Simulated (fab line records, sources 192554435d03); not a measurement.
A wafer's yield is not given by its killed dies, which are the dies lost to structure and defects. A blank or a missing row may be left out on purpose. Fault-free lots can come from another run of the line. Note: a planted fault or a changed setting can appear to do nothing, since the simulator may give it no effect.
Split-lot trial | flow n5-finfet | on a route of 1938 steps: 7 lots, 21 wafers read

== ABOUT THE SPLIT ==
At N5_SD_EPI_P_EXPOSE_06 (exposes mask SD P BLK, target cd 240 nm), the setting dose-mj was moved away from the recipe's 39.5 on 7 of the 21 wafers read, by -4.1% to +5.5%. This setting was run at the recipe's value on the other wafers.

== FROM THE SPLIT TO THE READING: what the file shows between them, 2 steps ==
- N5_SD_EPI_P_PEB_07: peb time 60 s
- N5_SD_EPI_P_DEVELOP_08: develop time 30 s

== THE READING ==
cd-nm (nm) at N5_SD_EPI_P_CD_MEAS_09, where the cd target is 240 nm. On this fab line, fault-free wafers typically give 239.6 nm with a standard deviation of 0.85 nm.

wafer  | tool, chamber at the split | dose-mj as run | against the recipe | cd-nm, nm | against lot-mates on the recipe
L074.4 | arfi-scanner-01, 0         | 41.68          | +5.5%              | 243.5     | +3.2
L074.5 | arfi-scanner-01, 0         | 39.5           | recipe             | 240.3     | -
L074.6 | arfi-scanner-01, 0         | 41.68          | +5.5%              | 243.4     | +3.1
L081.1 | arfi-scanner-03, 0         | 38.14          | -3.4%              | 236.0     | -4.5
L081.5 | arfi-scanner-03, 0         | 39.5           | recipe             | 240.5     | -
L081.6 | arfi-scanner-03, 0         | 38.14          | -3.4%              | 236.6     | -3.9
L084.2 | arfi-scanner-01, 0         | 39.5           | recipe             | 240.2     | -
L084.4 | arfi-scanner-01, 0         | 39.5           | recipe             | 238.8     | -
L084.6 | arfi-scanner-01, 0         | 40.41          | +2.3%              | 241.4     | +1.9
L086.2 | arfi-scanner-02, 0         | 39.5           | recipe             | 238.3     | -
L086.3 | arfi-scanner-02, 0         | 39.5           | recipe             | 239.6     | -
L086.4 | arfi-scanner-02, 0         | 39.5           | recipe             | 238.2     | -
L088.2 | arfi-scanner-02, 0         | 37.88          | -4.1%              | 234.4     | -4.4
L088.4 | arfi-scanner-02, 0         | 39.5           | recipe             | 238.7     | -
L088.6 | arfi-scanner-02, 0         | 39.5           | recipe             | 239.0     | -
L093.1 | arfi-scanner-03, 0         | 39.5           | recipe             | 240.1     | -
L093.2 | arfi-scanner-03, 0         | 40.99          | +3.8%              | 242.0     | +1.8
L093.3 | arfi-scanner-03, 0         | 39.5           | recipe             | 240.3     | -
L094.2 | arfi-scanner-03, 0         | 39.5           | recipe             | 239.0     | -
L094.3 | arfi-scanner-03, 0         | 39.5           | recipe             | 239.6     | -
L094.4 | arfi-scanner-03, 0         | 39.5           | recipe             | 240.0     | -

FIT RESULTS
A straight line over all 21 wafers: cd-nm changes by +0.841 nm for each +1% of dose-mj; r = +0.94; the points scatter about the line by 0.78 nm.
The same after taking each lot's own level away (the mean of its wafers on the recipe; 21 wafers): +0.788 nm for each +1%; r = +0.94; scatter 0.74 nm.
According to that fit, moving dose-mj by its largest amount changes the reading by 4.3 nm.
Measured against the standard deviation above, the lots' own levels, which go from 238.70 to 240.50 nm, span 2.1 times it.
The two slopes are in agreement: the lot-to-lot level therefore moves the slope only a little.
Check: +4.28 nm against its lot-mates is what the line predicts for one of the wafers moved furthest among these (+5.5%) when that wafer is left out of the fit. It came out at +3.2 nm against them.

== ADDITIONAL SPLITS CARRIED BY THESE WAFERS ==
Before the reading, these wafers also passed through other splits. Each is held against what the fit with the lots' levels taken away leaves over:
other split on the same wafers | wafers away from the commonest value | r with cd-nm (lot level and that fit taken away)
N5_FIN_CUT_COAT_19 time-s      | 5                                    | +0.31
N5_DUMMY_GATE_COAT_28 spin-rpm | 8                                    | -0.29

== THE WHOLE CHAIN: every reading that the file lists as answering this split, in the file's order ==
step                   | what it does                                           | reading                                                         | change (the file's fit)               | r (the file's)
N5_SD_EPI_P_CD_MEAS_09 | target cd 240 nm                                       | cd-nm                                                           | +0.782 nm for each +1% of the setting | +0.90
N5_SD_EPI_P_DESCUM_14  | chemistry O2, time 7.9 s                               | SD_EPI_P.cd-nm (the simulator's own value, which no gauge read) | +0.755 nm for each +1% of the setting | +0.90
N5_SD_EPI_P_ETCH_36    | etches SiARC in CF4, target depth 45.5 nm, time 75.8 s | SD_EPI_P.cd-nm (the simulator's own value, which no gauge read) | +0.796 nm for each +1% of the setting | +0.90

== FILE'S OWN FIT ==
cd-nm changes by +0.782 nm for each +1% of dose-mj, r = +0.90.
